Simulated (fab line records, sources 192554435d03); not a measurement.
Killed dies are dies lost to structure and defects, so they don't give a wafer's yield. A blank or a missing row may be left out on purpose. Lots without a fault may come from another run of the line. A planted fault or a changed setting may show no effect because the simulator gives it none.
fab line records | flow n5_finfet | part 2 of 2: steps 22 to 30 of 30
record lots=5 wafers=15 last_day=16
route steps=1938 shown BEOL_M10@1509 BEOL_M11@1536
lots that met no fault: from a run of the same line without faults
start_h: hours from the record's first day to the start of the lot's first wafer shown | wait_h: hours since the lot's step before | " the same as in the row above | L1.1+2: a row that stands for several wafers | - no value, or no start given | * or withheld: withheld | < > ~ a bound
route shown NAME@n: a module of which the file shows steps, and the number in the route of the first | usual: mean/standard deviation of fault-free wafers | same: alike in all rows | chamber/n: place in a boat | sites: the reading at each site | _std_site: their standard deviation | _edge_site: outer sites' mean less inner sites' | radius_mm: how far each site lies from the wafer's centre | mask NAME#n: copy n | behind: the tool/chamber that last shaped the wafer | hold: why the lot was held/for how many hours/how that ended | device: the transistor (n, p or np) that didn't switch | end of line: the same wafers' tests at the end of the route | a step without rows: its recipe alone | killed: dies lost to structure and defects at the first sort, not the wafer's yield | map: a wafer's dies, x killed, . not, _ none there
set.NAME: the setting as run; set.NAME@STEP: as run at that earlier step | model.NAME: the simulator's own value behind a step, which no gauge read
lots at some steps of the route; a table a step, a row a wafer
services: from which hour (start_h, from the record's first day; less than 0 if before it) a tool's chamber was out of use, for how many hours, and why
## steps
# step N5_BEOL_M10_CMP_52
# recipe stop_on=SiCOH_lowk t_overpolish_s=7 down_force_psi=1 platen_rpm=50 clearing_platen_down_force_psi=1.5 clearing_platen_rpm=50 post_cmp_clean=cu_alkaline target_thk_nm=140 clearing_platen_pad_velocity_m_s=0.99484 pad_velocity_m_s=0.99484
# usual barrier_field_endpoint_s=29.0/0.7 clearing_platen_down_force_psi=1.500/0.0032 motor_current_A=6.6/0.63 overpolish_run_s=7.000/0.0099 time_to_endpoint_s=65.8/2.8
# columns lot.wafer tool chamber start_h wait_h barrier_field_endpoint_s clearing_platen_down_force_psi motor_current_A overpolish_run_s time_to_endpoint_s
L078.3 cmp-03 1 244.56 0.2 29.1 1.503 6.4 7.005 68.5
L078.2 " 2 " " 29.1 1.503 6.8 7.000 70.2
L078.6 " 0 " " 30.2 1.499 6.2 6.994 69.5
L086.4 cmp-01 3 297.07 0.2 27.4 1.505 6.5 6.972 63.7
L086.3 " 0 " " 27.9 1.495 7.6 6.991 65.5
L086.2 " 2 " " 28.1 1.497 6.4 6.998 66.7
L087.4 cmp-03 2 309.98 0.1 29.6 1.504 6.5 7.022 69.4
L087.5 " 2 " " 29.2 1.505 6.9 6.990 69.0
L087.6 " 3 " " 28.2 1.495 6.1 7.001 64.2
L091.4 cmp-03 2 321.39 0.2 29.0 1.496 6.6 6.989 67.0
L091.5 " 3 " " 29.2 1.500 5.9 7.008 64.9
L091.6 " 0 " " 28.9 1.496 6.2 6.982 64.4
L093.2 cmp-01 1 333.95 0.2 29.6 1.501 5.5 6.999 71.1
L093.3 " 2 " " 29.7 1.502 6.3 6.992 68.6
L093.4 " 3 " " 29.4 1.501 6.7 6.977 64.8
# step N5_BEOL_M10_THK_MEAS_53
# recipe thk_meas_gauge=xrf reads=Cu_of_BEOL_M10_ECD_50
# usual M10_THK=141.1/1.8
# columns lot.wafer tool chamber start_h wait_h M10_THK[nm]
L078.2 film_metro-02 - 244.82 - 144.4
L078.3 " - " " 142.5
L078.6 " - " " 143.2
L086.2 film_metro-01 - 297.37 - 139.6
L086.3 " - " " 142.5
L086.4 " - " " 140.8
L087.4 film_metro-02 - 310.28 - 140.4
L087.5 " - " " 139.8
L087.6 " - " " 139.6
L091.4 film_metro-02 - 321.57 - 142.3
L091.5 " - " " 140.9
L091.6 " - " " 143.5
L093.2 film_metro-02 - 334.25 - 137.8
L093.3 " - " " 139.8
L093.4 " - " " 137.3
# step N5_BEOL_M10_PRE_CLEAN_55
# recipe gas=NH3 time_s=15 temp_c=withheld rf_power_w=300
# columns lot.wafer tool chamber start_h wait_h
L078.2+3+6 pecvd-03 2,0,1 244.85 0.0
L086.2+3+4 pecvd-01 2 297.42 0.0
L087.4+5+6 pecvd-01 2,1,0 310.33 0.0
L091.4+5+6 pecvd-01 1,0,1 321.62 0.0
L093.2+3+4 pecvd-03 2,0,0 334.29 0.0
# step N5_BEOL_M10_DEP_56
# recipe material=SiCN target_thk_a=150 temp_c=withheld precursor=3MS/NH3 pressure_torr=3 rf_w=202 time_s=26.5
# usual chamber_pressure_Torr=3.000/0.0069 showerhead_plenum_p_Torr=3.672/0.0084 showerhead_vpp_V=902/48 throttle_valve_pct=8.8/0.4
# columns lot.wafer tool chamber start_h wait_h chamber_pressure_Torr showerhead_plenum_p_Torr showerhead_vpp_V throttle_valve_pct
L078.2 pecvd-03 2 244.88 0.0 3.008 3.671 932 8.5
L078.3 " 0 " " 2.995 3.680 872 8.7
L078.6 " 1 " " 3.013 3.680 947 8.7
L086.2 pecvd-01 2 297.50 0.1 3.003 3.661 835 8.6
L086.3 " 2 " " 2.989 3.649 832 8.6
L086.4 " 2 " " 2.986 3.663 838 8.8
L087.4 pecvd-01 2 310.36 0.0 2.998 3.659 842 8.7
L087.5 " 1 " " 2.999 3.665 882 9.2
L087.6 " 0 " " 2.998 3.674 922 9.5
L091.4 pecvd-01 1 321.66 0.0 2.998 3.678 887 9.0
L091.5 " 0 " " 2.992 3.675 963 9.5
L091.6 " 1 " " 3.001 3.674 880 8.7
L093.2 pecvd-03 2 334.31 0.0 2.987 3.666 909 8.5
L093.3 " 0 " " 3.006 3.695 873 8.7
L093.4 " 0 " " 3.005 3.684 878 8.7
# step N5_BEOL_M10_RS_MEAS_57
# recipe thk_meas_gauge=four-point-probe reads=Cu_of_BEOL_M10_ECD_50+Co_of_BEOL_M10_CVD_75+TaN_of_BEOL_M10_ALD_74
# usual M10_RS=0.1511/0.0021
# columns lot.wafer tool chamber start_h wait_h M10_RS[ohm/sq]
L078.2 film_metro-01 - 244.95 0.1 0.1490
L078.3 " - " " 0.1507
L078.6 " - " " 0.1497
L086.2 film_metro-02 - 297.64 0.1 0.1520
L086.3 " - " " 0.1480
L086.4 " - " " 0.1498
L087.4 film_metro-01 - 310.42 0.0 0.1527
L087.5 " - " " 0.1537
L087.6 " - " " 0.1536
L091.4 film_metro-02 - 321.74 0.1 0.1504
L091.5 " - " " 0.1524
L091.6 " - " " 0.1490
L093.2 film_metro-01 - 334.39 0.1 0.1548
L093.3 " - " " 0.1520
L093.4 " - " " 0.1551
# step N5_BEOL_M10_INSPECT_58
# recipe inspect_instrument=darkfield mode=post_dep
# usual raw_defect_count=72/22
# columns lot.wafer tool chamber start_h wait_h raw_defect_count
L078.2 defect_inspect-01 - 244.98 0.0 59
L078.3 " - " " 49
L078.6 " - " " 74
L086.2 defect_inspect-02 - 297.66 0.0 115
L086.3 " - " " 97
L086.4 " - " " 85
L087.4 defect_inspect-02 - 310.44 0.0 51
L087.5 " - " " 75
L087.6 " - " " 62
L091.4 defect_inspect-02 - 321.76 0.0 63
L091.5 " - " " 49
L091.6 " - " " 57
L093.2 defect_inspect-01 - 334.41 0.0 59
L093.3 " - " " 102
L093.4 " - " " 99
# step N5_BEOL_M11_ILD_DEP_00
# recipe material=SiCOH_lowk target_thk_a=3085.1 temp_c=300 precursor=DEMS/porogen pressure_torr=5 rf_w=500 time_s=58
# usual chamber_pressure_Torr=5.000/0.01 heater_power_w=308/53 showerhead_plenum_p_Torr=5.741/0.016 showerhead_vpp_V=1410/76 throttle_valve_pct=13.8/0.88
# columns lot.wafer tool chamber start_h wait_h chamber_pressure_Torr heater_power_w showerhead_plenum_p_Torr showerhead_vpp_V throttle_valve_pct
L078.2 pecvd-04 1 245.01 0.0 4.992 301 5.728 1576 12.7
L078.3 " 0 " " 5.007 327 5.781 1419 13.2
L078.6 " 0 " " 4.993 337 5.752 1451 13.9
L086.2 pecvd-02 1 297.70 0.0 5.022 299 5.733 1400 14.8
L086.3 " 2 " " 5.000 244 5.753 1375 12.9
L086.4 " 2 " " 5.002 243 5.745 1372 12.7
L087.4 pecvd-04 2 310.51 0.1 5.005 276 5.741 1294 13.4
L087.5 " 0 " " 5.000 326 5.750 1407 13.5
L087.6 " 1 " " 5.008 358 5.749 1543 12.8
L091.4 pecvd-02 1 321.83 0.1 5.015 291 5.738 1384 14.7
L091.5 " 2 " " 4.989 216 5.760 1375 12.9
L091.6 " 0 " " 4.989 379 5.710 1449 15.4
L093.2 pecvd-01 2 334.45 0.0 4.992 322 5.733 1325 13.6
L093.3 " 1 " " 5.002 267 5.739 1402 13.7
L093.4 " 1 " " 4.992 282 5.731 1386 13.5
# step N5_BEOL_M11_CURE_71
# recipe temp_c=385 time_s=240 ambient=He/Ar material=SiCOH_lowk
# usual lamp_power_pct=52.32/0.06 wafer_temp_C_max=386.7/0.56
# columns lot.wafer tool chamber start_h wait_h lamp_power_pct wafer_temp_C_max
L078.2 uv_cure-03 0 245.17 0.1 52.41 387.9
L078.3 " 0 " " 52.24 387.5
L078.6 " 0 " " 52.41 387.0
L086.2 uv_cure-01 0 297.86 0.1 52.24 386.4
L086.3 " 0 " " 52.24 385.8
L086.4 " 0 " " 52.33 386.1
L087.4 uv_cure-02 1 310.80 0.3 52.39 386.5
L087.5 " 1 " " 52.31 386.5
L087.6 " 1 " " 52.42 386.0
L091.4 uv_cure-03 2 322.12 0.3 52.32 385.9
L091.5 " 2 " " 52.22 386.5
L091.6 " 2 " " 52.25 386.2
L093.2 uv_cure-01 0 334.61 0.1 52.32 386.5
L093.3 " 0 " " 52.28 386.0
L093.4 " 0 " " 52.23 385.7
# step N5_BEOL_M11_THK_MEAS_01
# recipe reads=SiCOH_lowk_of_BEOL_M11_ILD_DEP_00
# usual M11_ILD_THK=268/3.4
# columns lot.wafer tool chamber start_h wait_h M11_ILD_THK[nm]
L078.2 film_metro-01 - 245.60 0.4 266
L078.3 " - " " 266
L078.6 " - " " 271
L086.2 film_metro-01 - 298.29 0.4 266
L086.3 " - " " 269
L086.4 " - " " 271
L087.4 film_metro-01 - 311.07 0.2 270
L087.5 " - " " 272
L087.6 " - " " 272
L091.4 film_metro-02 - 322.39 0.2 272
L091.5 " - " " 272
L091.6 " - " " 270
L093.2 film_metro-02 - 335.04 0.4 265
L093.3 " - " " 267
L093.4 " - " " 275
## services
# columns tool chamber start_h hours kind
ecd_cu-01 - 219.27 2.7 repair
cmp-03 - 223.26 2.5 repair
ald_metal-01 1 224.25 3.5 repair
ald_metal-01 - 240.47 2.8 pm
cmp-01 - 240.96 2.3 repair
ecd_cu-02 - 241.74 2.8 repair
cmp-01 - 251.52 6.1 repair
ecd_cu-02 - 266.55 4.8 pm
pecvd-03 - 268.76 0.7 repair
pecvd-03 - 270.53 0.7 repair
ald_metal-01 0 272.39 10.9 repair
pecvd-03 2 273.06 3.7 repair
cvd_co-02 1 278.12 4.1 repair
cmp-03 - 281.72 1.9 repair
cmp-03 - 285.20 0.5 repair
pecvd-01 1 289.93 18.0 repair
pecvd-01 0 293.05 6.1 repair
pvd_sputter-01 - 300.26 1.2 repair
pecvd-03 - 307.08 2.8 pm
cvd_co-02 - 311.75 5.6 repair
rie_diel-04 0 314.36 2.7 repair
pecvd-01 2 315.64 3.9 repair
pecvd-01 - 318.23 0.4 repair
pvd_sputter-01 - 330.77 4.0 repair
